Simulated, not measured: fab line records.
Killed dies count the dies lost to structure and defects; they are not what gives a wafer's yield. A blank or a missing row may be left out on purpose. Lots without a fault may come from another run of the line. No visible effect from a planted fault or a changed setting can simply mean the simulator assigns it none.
fab line records    flow n5-finfet
[record] lots = 5  wafers = 14  last-day = 16
route steps=1938 shown BEOL_M9@1407
lots that met no fault: taken from a fault-free run of the same line
start-h: hours from the record's first day to the start of the lot's first wafer shown    wait-h: time in hours since the lot's previous step    " same as the row above    L1.1+2: a row that stands for several wafers    - either no value or no given start    * or withheld: withheld    < > ~ a bound
route shown NAME@n: a module of which the file shows steps, and the number in the route of the first    usual: average and standard deviation across the fault-free wafers    same: alike in all rows    chamber/n: place in a boat    sites: the reading at each site    _std_site: the values' standard deviation    _edge_site: the outer-site mean with the inner-site mean subtracted    radius-mm: how far each site lies from the wafer's centre    mask NAME#n: copy n    behind: the tool/chamber that last shaped the wafer    hold: why the lot went on hold/how many hours it stayed there/how the hold came to an end    device: the n, p or np transistor that did not switch    end of line: at the end of the route, the tests of the same wafers    a step given without rows: its recipe and nothing more    killed: at the first sort, the dies lost to defects and structure; wafer yield is something else    map: dies across one wafer; x = killed, . = not, _ = none there
set.NAME: the setting that was run; set.NAME@STEP: the one run at that earlier step    model.NAME: the simulator's own value behind a step, which no gauge read
lots seen at some steps along the route; tables by step, rows by wafer
services: when a tool's chamber went out of use (start-h, in hours from the record's first day, below 0 if earlier), for how many hours, and the reason
[[steps]]
[step N5_BEOL_M9_COAT_60]
[recipe] resist = SiARC  temp-c = 220  time-s = 60  spin-rpm = 1500  resist-thk-nm = 30
[step N5_BEOL_M9_COAT_05]
[recipe] resist = CAR-ArF  spin-rpm = 1500  resist-thk-nm = 90
[step N5_BEOL_M9_EBR_07]
[recipe] solvent = PGMEA  ebr-width-mm = 1.5
[step N5_BEOL_M9_SOFTBAKE_06]
[recipe] temp-c = 110  time-s = 60  resist = CAR-ArF
[step N5_BEOL_M9_EXPOSE_08]
[recipe] mask-id = M9  na = 1.35  source-shape = dipole  sigma-inner = 0.411  sigma-outer = 0.611  polarization = te  dose-mj = 53.75
[step N5_BEOL_M9_PEB_09]
[recipe] peb-temp-c = withheld  peb-time-s = 60  resist = CAR-ArF
[step N5_BEOL_M9_DEVELOP_10]
[recipe] develop-time-s = 30  developer = TMAH  resist = CAR-ArF  rinse-liquid = diw  dry = air-spin  dev-temp-c = 23
[step N5_BEOL_M9_CD_MEAS_11]
[recipe] target-cd-nm = 64.1  landing-energy-ev = 500  detector = se-inlens  polarity = opening
[usual] cd-nm = 64.3/0.85
lot.wafer  tool       chamber  start-h  wait-h  cd-nm
L715.1     cd-sem-02  0        213.89   -       63.8
L715.3     "          0        "        "       63.9
L715.4     "          0        "        "       64.4
L717.1     cd-sem-02  0        221.09   -       62.6
L717.3     "          0        "        "       65.4
L717.5     "          0        "        "       64.6
L714.2     cd-sem-03  0        234.32   -       62.4
L714.4     "          0        "        "       63.0
L714.6     "          0        "        "       63.0
L720.1     cd-sem-02  0        242.35   -       64.6
L720.4     "          0        "        "       64.6
L720.5     "          0        "        "       63.5
L732.3     cd-sem-02  0        321.70   -       64.8
L732.6     "          0        "        "       65.4
[step N5_BEOL_M9_OVL_MEAS_12]
[recipe] points-per-wafer = 44
[usual] M9_OVL = 0.1/0.69
[same] points-per-wafer = 44
lot.wafer  tool        chamber  start-h  wait-h  M9_OVL[nm]
L715.1     overlay-02  0        213.92   0.0     1.2
L715.3     "           0        "        "       0.6
L715.4     "           0        "        "       1.2
L717.1     overlay-01  0        221.12   0.0     0.2
L717.3     "           0        "        "       -0.8
L717.5     "           0        "        "       -0.7
L714.2     overlay-01  0        234.35   0.0     -0.6
L714.4     "           0        "        "       -0.3
L714.6     "           0        "        "       -0.8
L720.1     overlay-02  0        242.38   0.0     0.0
L720.4     "           0        "        "       -0.3
L720.5     "           0        "        "       -0.1
L732.3     overlay-01  0        321.73   0.0     0.5
L732.6     "           0        "        "       0.1
[step N5_BEOL_M9_INSPECT_13]
[recipe] mode = adi  inspect-instrument = brightfield
[usual] raw-defect-count = 388/87
lot.wafer  tool               chamber  start-h  wait-h  raw-defect-count
L715.1     defect-inspect-01  -        213.94   0.0     351
L715.3     "                  -        "        "       204
L715.4     "                  -        "        "       295
L717.1     defect-inspect-01  -        221.14   0.0     409
L717.3     "                  -        "        "       342
L717.5     "                  -        "        "       409
L714.2     defect-inspect-02  -        234.37   0.0     563
L714.4     "                  -        "        "       385
L714.6     "                  -        "        "       420
L720.1     defect-inspect-01  -        242.40   0.0     325
L720.4     "                  -        "        "       597
L720.5     "                  -        "        "       486
L732.3     defect-inspect-01  -        321.75   0.0     327
L732.6     "                  -        "        "       256
[step N5_BEOL_M9_DESCUM_16]
[recipe] chemistry = O2  time-s = 7.9  source-power-w = 50  bias-power-w = 20  pressure-mtorr = 20  rf-frequency-hz = 2.712e+07  temp-c = 40  resist = CAR-ArF  o2-flow-sccm = 225
[usual] chamber-pressure-mTorr = 19.998/0.023  drypump-motor-current-A = 5.9/0.57  oes-product-au = 0.77/0.066  rf-vpp-V = 243.0/1.3  showerhead-plenum-p-Torr = 2.08/0.065  throttle-valve-pct = 20.42/0.23
lot.wafer  tool         chamber  start-h  wait-h  chamber-pressure-mTorr  drypump-motor-current-A  oes-product-au  rf-hours-counter-h  rf-vpp-V  showerhead-plenum-p-Torr  throttle-valve-pct
L715.1     rie-diel-02  3        213.98   0.0     19.982                  6.0                      0.68            188                 242.6     2.10                      20.98
L715.3     "            0        "        "       19.989                  5.6                      0.93            7                   244.8     2.13                      20.37
L715.4     "            2        "        "       20.001                  6.2                      0.88            29                  245.3     2.22                      20.21
L717.1     rie-diel-01  3        221.18   0.0     20.001                  6.3                      0.72            192                 243.4     2.09                      20.30
L717.3     "            0        "        "       19.967                  5.1                      0.89            49                  242.9     2.05                      20.15
L717.5     "            3        "        "       19.995                  6.2                      0.73            -                   241.4     2.09                      20.29
L714.2     rie-diel-04  2        234.40   0.0     20.015                  5.7                      0.72            185                 241.7     2.01                      20.41
L714.4     "            0        "        "       20.007                  6.1                      0.72            190                 245.0     2.15                      20.46
L714.6     "            3        "        "       19.982                  6.7                      0.78            -                   241.9     2.02                      20.29
L720.1     rie-diel-01  3        242.44   0.0     20.014                  6.3                      0.72            198                 242.0     2.09                      20.31
L720.4     "            0        "        "       20.004                  5.1                      0.86            56                  242.8     2.05                      20.17
L720.5     "            1        "        "       20.005                  6.4                      0.85            -                   242.8     2.12                      20.62
L732.3     rie-diel-04  2        321.78   0.0     20.005                  5.8                      0.71            210                 242.5     2.00                      20.42
L732.6     "            0        "        "       20.012                  6.0                      0.70            -                   243.6     2.14                      20.51
[step N5_BEOL_M9_ETCH_61]
[recipe] chemistry = CF4  target = SiARC  target-depth-a = 390  mask-material = CAR-ArF  time-s = 65  ion-energy-ev = 80  pressure-mtorr = 40  source-w = 545  bias-w = 36  Ar_flow_sccm = 100  cf4-flow-sccm = 100  ends = cleared
[step N5_BEOL_M9_ETCH_62]
[recipe] chemistry = N2/H2  target = SOC  target-depth-a = 1100  overetch-a = 220  mask-material = SiARC  temp-c = 40  time-s = 165  ion-energy-ev = 200  pressure-mtorr = 30  source-w = 840  bias-w = 150  n2-flow-sccm = 200  h2-flow-sccm = 200
[usual] chamber-pressure-mTorr = 30.000/0.027  drypump-motor-current-A = 5.9/0.57  oes-product-au = 0.66/0.052  rf-vpp-V = 523.4/2.4  showerhead-plenum-p-Torr = 2.52/0.086  throttle-valve-pct = 17.79/0.23
lot.wafer  tool         chamber  start-h  wait-h  chamber-pressure-mTorr  drypump-motor-current-A  oes-product-au  rf-hours-counter-h  rf-vpp-V  showerhead-plenum-p-Torr  throttle-valve-pct  model.SiARC_of_BEOL_M9_COAT_60.thk-nm
L715.1     rie-diel-02  3        214.06   0.0     30.003                  6.0                      0.60            188                 523.2     2.51                      18.11               23.8
L715.3     "            0        "        "       29.985                  5.6                      0.80            7                   526.2     2.63                      17.96               24.2
L715.4     "            2        "        "       30.025                  6.2                      0.73            29                  529.0     2.68                      17.55               23.6
L717.1     rie-diel-01  3        221.26   0.0     30.038                  6.2                      0.62            192                 525.2     2.50                      17.37               24
L717.3     "            0        "        "       29.985                  5.1                      0.72            49                  522.8     2.48                      17.57               23.2
L717.5     "            3        "        "       30.002                  6.3                      0.62            -                   522.9     2.50                      17.38               23.8
L714.2     rie-diel-04  2        234.49   0.0     30.010                  5.7                      0.62            185                 521.4     2.43                      17.70               23.8
L714.4     "            0        "        "       29.986                  6.1                      0.62            190                 526.3     2.64                      18.11               23.4
L714.6     "            3        "        "       29.988                  6.6                      0.66            -                   521.0     2.43                      17.58               23.2
L720.1     rie-diel-01  3        242.52   0.0     29.976                  6.3                      0.63            199                 524.3     2.50                      17.40               24
L720.4     "            0        "        "       30.010                  5.1                      0.71            56                  520.5     2.47                      17.60               23.2
L720.5     "            1        "        "       30.010                  6.3                      0.72            -                   524.8     2.56                      17.86               24
L732.3     rie-diel-04  2        321.87   0.0     29.993                  5.7                      0.68            210                 520.1     2.42                      17.77               25.2
L732.6     "            0        "        "       29.973                  6.1                      0.60            -                   526.0     2.63                      18.15               23.8
[step N5_BEOL_M9_STRIP_68]
[recipe] chemistry = N2/H2  temp-c = 40  n2-flow-sccm = 200  h2-flow-sccm = 200  rf-frequency-hz = 6e+07
[step N5_BEOL_M9_STRIP_67]
[recipe] chemistry = CF4  resist = SiARC  power-w = 300  bias-power-w = 75  pressure-mtorr = 50  cf4-flow-sccm = 150  rf-frequency-hz = 6e+07
[step N5_BEOL_M9_HM_OPEN_17]
[recipe] chemistry = Cl2/BCl3  target-depth-a = 200  overetch-a = 60  target = TiN  mask-material = SOC  ion-energy-ev = 150  pressure-mtorr = 10  icp-w = 1000  bias-w = 126  Cl2_flow_sccm = 53.25  bcl3-flow-sccm = 21.75  Ar_flow_sccm = 25
[usual] chamber-pressure-mTorr = 10.001/0.0091  drypump-motor-current-A = 5.80/0.23  oes-product-au = 0.66/0.033  throttle-valve-pct = 22.2/0.32
lot.wafer  tool          chamber  start-h  wait-h  chamber-pressure-mTorr  drypump-motor-current-A  oes-product-au  rf-hours-counter-h  throttle-valve-pct
L715.1     rie-metal-03  1        214.25   0.0     9.981                   5.83                     0.69            39                  22.3
L715.3     "             1        "        "       10.001                  5.81                     0.68            -                   22.3
L715.4     "             0        "        "       10.011                  5.78                     0.65            -                   22.0
L717.1     rie-metal-03  0        221.45   0.0     10.001                  5.84                     0.65            56                  22.0
L717.3     "             1        "        "       10.006                  5.81                     0.67            -                   22.3
L717.5     "             0        "        "       10.020                  5.80                     0.64            -                   22.1
L714.2     rie-metal-01  0        234.68   0.0     10.017                  5.96                     0.66            41                  21.8
L714.4     "             0        "        "       10.008                  5.96                     0.66            -                   21.8
L714.6     "             0        "        "       10.007                  5.95                     0.65            -                   21.8
L720.1     rie-metal-03  1        242.71   0.0     9.986                   5.84                     0.67            41                  22.3
L720.4     "             1        "        "       9.987                   5.81                     0.67            -                   22.3
L720.5     "             0        "        "       10.005                  5.84                     0.65            -                   22.0
L732.3     rie-metal-03  1        322.08   0.1     10.003                  5.84                     0.65            -                   22.3
L732.6     "             1        "        "       9.987                   5.83                     0.66            -                   22.3
[step N5_BEOL_M9_STRIP_19]
[recipe] chemistry = O2  power-w = 400  temp-c = 40  pressure-mtorr = 30  rf-frequency-hz = 6e+07  bias-power-w = 0  overash-fraction = 0.2  o2-flow-sccm = 225
[step N5_BEOL_M9_CD_MEAS_18]
[recipe] pitch-nm = 140  target-cd-nm = 70
[usual] cd-nm = 70.1/0.99
lot.wafer  tool       chamber  start-h  wait-h  cd-nm
L715.1     cd-sem-02  -        214.47   0.0     69.6
L715.3     "          -        "        "       69.5
L715.4     "          -        "        "       70.1
L717.1     cd-sem-03  -        221.63   0.0     68.1
L717.3     "          -        "        "       70.7
L717.5     "          -        "        "       69.7
L714.2     cd-sem-03  -        234.86   0.1     67.6
L714.4     "          -        "        "       68.8
L714.6     "          -        "        "       69.3
L720.1     cd-sem-01  -        242.89   0.0     69.8
L720.4     "          -        "        "       70.8
L720.5     "          -        "        "       69.7
L732.3     cd-sem-01  -        322.24   0.1     69.7
L732.6     "          -        "        "       71.7
[step N5_BEOL_M9_COAT_63]
[recipe] resist = SOC  temp-c = 250  time-s = 60  spin-rpm = 1500  resist-thk-nm = 60
[step N5_BEOL_M9_COAT_64]
[recipe] resist = SiARC  temp-c = 220  time-s = 60  spin-rpm = 1500  resist-thk-nm = 12
[step N5_BEOL_M9_COAT_75]
[recipe] resist = underlayer  temp-c = 205  time-s = 60  spin-rpm = 1500  resist-thk-nm = 5
[step N5_BEOL_M9_COAT_22]
[recipe] resist = CAR-EUV  spin-rpm = 1500  resist-thk-nm = 30
[step N5_BEOL_M9_EBR_24]
[recipe] solvent = PGMEA  ebr-width-mm = 1.5
[step N5_BEOL_M9_SOFTBAKE_23]
[recipe] temp-c = 110  time-s = 60  resist = CAR-EUV
[step N5_BEOL_M9_EXPOSE_25]
[recipe] mask-id = V8  na = 0.33  source-shape = annular  sigma-inner = 0.4  sigma-outer = 0.8  polarization = unpolarized  dose-mj = 37.25
[step N5_BEOL_M9_PEB_26]
[recipe] peb-temp-c = 100  peb-time-s = 60  resist = CAR-EUV
[step N5_BEOL_M9_DEVELOP_27]
[recipe] develop-time-s = 30  developer = TMAH  resist = CAR-EUV  rinse-liquid = surfactant-rinse  dry = air-spin  dev-temp-c = 23
[step N5_BEOL_M9_CD_MEAS_28]
[recipe] target-cd-nm = 70  landing-energy-ev = 500  detector = se-inlens  polarity = opening
[usual] cd-nm = 69.85/0.26
lot.wafer  tool       chamber  start-h  wait-h  cd-nm
L715.1     cd-sem-01  0        217.11   -       69.66
L715.3     "          0        "        "       69.83
L715.4     "          0        "        "       69.49
L717.1     cd-sem-02  0        222.80   -       69.83
L717.3     "          0        "        "       69.72
L717.5     "          0        "        "       69.95
L714.2     cd-sem-01  0        236.73   -       69.96
L714.4     "          0        "        "       69.89
L714.6     "          0        "        "       69.57
L720.1     cd-sem-03  0        243.48   -       69.89
L720.4     "          0        "        "       70.01
L720.5     "          0        "        "       70.11
L732.3     cd-sem-03  0        323.11   -       69.64
L732.6     "          0        "        "       70.07
[step N5_BEOL_M9_OVL_MEAS_29]
[recipe] points-per-wafer = 522
[usual] V8_OVL = 0.1/0.61
[same] points-per-wafer = 522
lot.wafer  tool        chamber  start-h  wait-h  V8_OVL[nm]
L715.1     overlay-02  0        217.14   0.0     0.4
L715.3     "           0        "        "       -0.5
L715.4     "           0        "        "       0.6
L717.1     overlay-02  0        222.83   0.0     -1.0
L717.3     "           0        "        "       -1.3
L717.5     "           0        "        "       -0.7
L714.2     overlay-02  0        236.76   0.0     0.2
L714.4     "           0        "        "       -1.1
L714.6     "           0        "        "       -0.7
L720.1     overlay-02  0        243.51   0.0     -0.8
L720.4     "           0        "        "       -0.8
L720.5     "           0        "        "       -0.5
L732.3     overlay-01  0        323.19   0.1     0.2
L732.6     "           0        "        "       0.8
[step N5_BEOL_M9_INSPECT_30]
[recipe] mode = adi  inspect-instrument = brightfield
[usual] raw-defect-count = 393/83
lot.wafer  tool               chamber  start-h  wait-h  raw-defect-count
L715.1     defect-inspect-02  -        217.19   0.1     380
L715.3     "                  -        "        "       230
L715.4     "                  -        "        "       320
L717.1     defect-inspect-02  -        222.89   0.1     438
L717.3     "                  -        "        "       389
L717.5     "                  -        "        "       460
L714.2     defect-inspect-01  -        236.81   0.0     502
L714.4     "                  -        "        "       360
L714.6     "                  -        "        "       373
L720.1     defect-inspect-02  -        243.57   0.1     322
L720.4     "                  -        "        "       667
L720.5     "                  -        "        "       573
L732.3     defect-inspect-02  -        323.23   0.0     356
L732.6     "                  -        "        "       292
[step N5_BEOL_M9_DESCUM_33]
[recipe] chemistry = O2  time-s = 7  source-power-w = 50  bias-power-w = 20  pressure-mtorr = 20  rf-frequency-hz = 2.712e+07  temp-c = 40  resist = CAR-EUV  o2-flow-sccm = 225
[usual] chamber-pressure-mTorr = 19.999/0.018  drypump-motor-current-A = 5.9/0.58  oes-product-au = 0.78/0.069  rf-vpp-V = 243.1/1.3  showerhead-plenum-p-Torr = 2.09/0.065  throttle-valve-pct = 20.42/0.25
lot.wafer  tool         chamber  start-h  wait-h  chamber-pressure-mTorr  drypump-motor-current-A  oes-product-au  rf-hours-counter-h  rf-vpp-V  showerhead-plenum-p-Torr  throttle-valve-pct
L715.1     rie-diel-02  0        217.47   0.3     20.001                  5.6                      0.93            9                   243.1     2.13                      20.36
L715.3     "            2        "        "       20.039                  6.2                      0.87            30                  244.6     2.22                      20.23
L715.4     "            1        "        "       19.996                  5.4                      0.74            173                 243.8     2.05                      20.11
L717.1     rie-diel-02  1        222.92   0.0     20.024                  5.4                      0.73            174                 242.7     2.05                      20.12
L717.3     "            0        "        "       19.978                  5.6                      0.92            10                  244.7     2.13                      20.37
L717.5     "            0        "        "       20.011                  5.6                      0.92            -                   244.7     2.13                      20.37
L714.2     rie-diel-02  1        236.85   0.0     20.012                  5.3                      0.74            178                 242.7     2.05                      20.12
L714.4     "            2        "        "       19.998                  6.2                      0.86            35                  246.1     2.22                      20.23
L714.6     "            1        "        "       19.988                  5.4                      0.73            -                   243.9     2.05                      20.11
L720.1     rie-diel-01  2        243.60   0.0     20.000                  6.8                      0.77            140                 241.8     2.02                      20.05
L720.4     "            1        "        "       20.009                  6.3                      0.86            63                  242.8     2.12                      20.60
L720.5     "            0        "        "       20.001                  5.1                      0.87            -                   241.9     2.05                      20.16
L732.3     rie-diel-04  0        323.27   0.0     20.021                  6.1                      0.70            216                 245.6     2.14                      20.53
L732.6     "            2        "        "       20.007                  5.7                      0.70            -                   242.4     2.00                      20.45
[step N5_BEOL_M9_ETCH_76]
[recipe] chemistry = N2/H2  target = underlayer  target-depth-a = 65  mask-material = CAR-EUV  time-s = 5.2  ion-energy-ev = 200  pressure-mtorr = 30  source-w = 840  bias-w = 150  n2-flow-sccm = 200  h2-flow-sccm = 200  ends = cleared
[step N5_BEOL_M9_ETCH_65]
[recipe] chemistry = CF4  target = SiARC  target-depth-a = 156  mask-material = CAR-EUV  time-s = 26  ion-energy-ev = 80  pressure-mtorr = 40  source-w = 545  bias-w = 36  Ar_flow_sccm = 100  cf4-flow-sccm = 100  ends = cleared
[step N5_BEOL_M9_ETCH_66]
[recipe] chemistry = N2/H2  target = SOC  target-depth-a = 800  overetch-a = 160  mask-material = SiARC  temp-c = 40  time-s = 120  ion-energy-ev = 200  pressure-mtorr = 30  source-w = 840  bias-w = 150  n2-flow-sccm = 200  h2-flow-sccm = 200
[step N5_BEOL_M9_STRIP_69]
[recipe] chemistry = N2/H2  temp-c = 40  n2-flow-sccm = 200  h2-flow-sccm = 200  rf-frequency-hz = 6e+07
[step N5_BEOL_M9_STRIP_77]
[recipe] chemistry = N2/H2  temp-c = 40  n2-flow-sccm = 200  h2-flow-sccm = 200  rf-frequency-hz = 6e+07
[step N5_BEOL_M9_VIA_ETCH_34]
[recipe] chemistry = C4F6/O2  target = SiCOH_lowk  target-depth-a = 1824  mask-material = SOC  taper-deg = 4  time-s = 68.4  ion-energy-ev = 250  pressure-mtorr = 30  source-w = 345  bias-w = 185  Ar_flow_sccm = 300  C4F6_flow_sccm = 10  O2_flow_sccm = 10
[usual] chamber-pressure-mTorr = 29.999/0.028  drypump-motor-current-A = 5.9/0.58  oes-product-au = 0.77/0.07  rf-vpp-V = 664/20  showerhead-plenum-p-Torr = 2.83/0.095  throttle-valve-pct = 20.81/0.26
lot.wafer  tool         chamber  start-h  wait-h  chamber-pressure-mTorr  drypump-motor-current-A  oes-product-au  rf-hours-counter-h  rf-vpp-V  showerhead-plenum-p-Torr  throttle-valve-pct
L715.1     rie-diel-02  0        217.65   0.0     29.943                  5.6                      0.93            9                   631       2.90                      20.83
L715.3     "            2        "        "       30.021                  6.2                      0.88            30                  651       3.01                      20.71
L715.4     "            1        "        "       29.989                  5.3                      0.74            173                 662       2.84                      20.83
L717.1     rie-diel-02  1        223.10   0.0     29.954                  5.4                      0.75            174                 662       2.84                      20.84
L717.3     "            0        "        "       29.937                  5.6                      0.92            10                  630       2.90                      20.84
L717.5     "            0        "        "       29.969                  5.6                      0.92            -                   629       2.90                      20.85
L714.2     rie-diel-02  1        237.03   0.0     29.983                  5.4                      0.73            178                 662       2.84                      20.87
L714.4     "            2        "        "       29.973                  6.2                      0.87            35                  652       3.01                      20.73
L714.6     "            1        "        "       30.088                  5.4                      0.73            -                   664       2.84                      20.84
L720.1     rie-diel-01  2        243.78   0.0     30.026                  6.8                      0.76            140                 673       2.73                      20.42
L720.4     "            1        "        "       29.957                  6.3                      0.84            63                  634       2.91                      21.21
L720.5     "            0        "        "       30.033                  5.1                      0.86            -                   671       2.75                      20.45
L732.3     rie-diel-04  0        323.45   0.0     29.980                  6.1                      0.63            217                 712       2.93                      21.04
L732.6     "            2        "        "       29.979                  5.7                      0.69            -                   673       2.70                      20.73
[step N5_BEOL_M9_STRIP_73]
[recipe] chemistry = C4F6/O2  resist = SiARC  rf-frequency-hz = 6e+07
[step N5_BEOL_M9_STRIP_36]
[recipe] chemistry = N2/H2  power-w = 450  temp-c = 40  pressure-mtorr = 20  rf-frequency-hz = 6e+07  overash-fraction = 0.3  bias-power-w = 7  h2-frac = 0.5  n2-flow-sccm = 200  h2-flow-sccm = 200
[step N5_BEOL_M9_TRENCH_ETCH_37]
[recipe] chemistry = C4F6/O2  target-depth-a = 1514.3  target = SiCOH_lowk  time-s = 49  ion-energy-ev = 250  pressure-mtorr = 30  source-w = 345  bias-w = 185  Ar_flow_sccm = 300  C4F6_flow_sccm = 10  O2_flow_sccm = 10
[step N5_BEOL_M9_ETCH_41]
[recipe] chemistry = CH3F/O2  target = SiCN  target-depth-a = 366  taper-deg = 2  time-s = 70.1  ion-energy-ev = 120  mask-material = TiN  pressure-mtorr = 30  source-w = 395  bias-w = 75  Ar_flow_sccm = 150  CH3F_flow_sccm = 30  O2_flow_sccm = 20
[usual] chamber-pressure-mTorr = 29.999/0.027  drypump-motor-current-A = 5.9/0.59  oes-product-au = 0.77/0.069  rf-vpp-V = 297.2/1.5  showerhead-plenum-p-Torr = 1.99/0.069  throttle-valve-pct = 16.24/0.22
lot.wafer  tool         chamber  start-h  wait-h  chamber-pressure-mTorr  drypump-motor-current-A  oes-product-au  rf-hours-counter-h  rf-vpp-V  showerhead-plenum-p-Torr  throttle-valve-pct
L715.1     rie-diel-02  0        -        -       30.072                  5.6                      0.92            9                   298.9     2.04                      16.20
L715.3     "            2        "        "       30.011                  6.2                      0.87            30                  299.1     2.12                      16.08
L715.4     "            1        "        "       29.975                  5.4                      0.73            173                 296.3     1.99                      16.31
L717.1     rie-diel-02  1        -        -       30.024                  5.3                      0.75            174                 297.4     2.00                      16.31
L717.3     "            0        "        "       30.013                  5.5                      0.92            10                  297.1     2.04                      16.20
L717.5     "            0        "        "       30.027                  5.6                      0.93            -                   297.8     2.04                      16.19
L714.2     rie-diel-02  1        -        -       30.007                  5.3                      0.74            178                 298.2     1.99                      16.30
L714.4     "            2        "        "       30.002                  6.2                      0.86            35                  300.3     2.12                      16.07
L714.6     "            1        "        "       29.985                  5.4                      0.74            -                   298.0     1.99                      16.30
L720.1     rie-diel-01  2        -        -       30.026                  6.8                      0.77            140                 296.1     1.91                      15.91
L720.4     "            1        "        "       29.985                  6.4                      0.84            63                  297.0     2.04                      16.49
L720.5     "            0        "        "       29.945                  5.1                      0.86            -                   295.7     1.94                      15.92
L732.3     rie-diel-04  0        -        -       30.014                  6.1                      0.69            217                 298.7     2.06                      16.47
L732.6     "            2        "        "       30.001                  5.7                      0.70            -                   296.1     1.89                      16.22
[step N5_BEOL_M9_STRIP_80]
[recipe] chemistry = N2/H2  time-s = 10  power-w = 450  temp-c = 40  pressure-mtorr = 20  rf-frequency-hz = 6e+07  bias-power-w = 7  n2-flow-sccm = 200  h2-flow-sccm = 200
[step N5_BEOL_M9_OCD_MEAS_38]
[usual] trench-depth-nm = 150/4.6
lot.wafer  tool    chamber  start-h  wait-h  trench-depth-nm
L715.1     ocd-01  -        217.92   -       145
L715.3     "       -        "        "       153
L715.4     "       -        "        "       150
L717.1     ocd-01  -        223.38   -       150
L717.3     "       -        "        "       146
L717.5     "       -        "        "       145
L714.2     ocd-02  -        237.30   -       150
L714.4     "       -        "        "       155
L714.6     "       -        "        "       151
L720.1     ocd-02  -        244.06   -       153
L720.4     "       -        "        "       149
L720.5     "       -        "        "       157
L732.3     ocd-02  -        323.73   -       125
L732.6     "       -        "        "       145
[[services]]
tool          chamber  start-h  hours  kind
rie-diel-01   2        220.07   16.1   repair
rie-metal-01  -        225.67   1.5    repair
rie-diel-02   0        264.59   16.2   repair
rie-diel-02   -        271.50   14.6   pm
rie-metal-01  -        281.69   1.1    repair
rie-diel-04   1        310.45   4.1    repair
rie-metal-03  0        323.04   36.5   repair
[[key]]
[first-sign] step = N5_BEOL_M9_OCD_MEAS_38  reading = trench-depth-nm  direction = down  sigmas = 5.6  usual = 150  struck = 125
effect none on later readings
[model-effect] step = N5_BEOL_M9_ETCH_62  value = SiARC_of_BEOL_M9_COAT_60.thk-nm  without = 24.2  struck = 25.2
met-at N5_BEOL_M9_ETCH_62
struck-wafers L732.3
sort-left-out L732.3
onset-between 234.49 321.87
[fault] kind = process-parameter-drift  tool = rie-diel-04  chamber = -  onset-h = 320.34  steps = N5_BEOL_M9_ETCH_62  channel = time-s  offset = *  shape = step  end-h = 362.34  scope = struck-wafers-only  acts-in = *  stated = *
// sort-left-out: the simulated sort isn't trusted on such a fault, so these wafers' sort isn't shown, and their yield isn't known
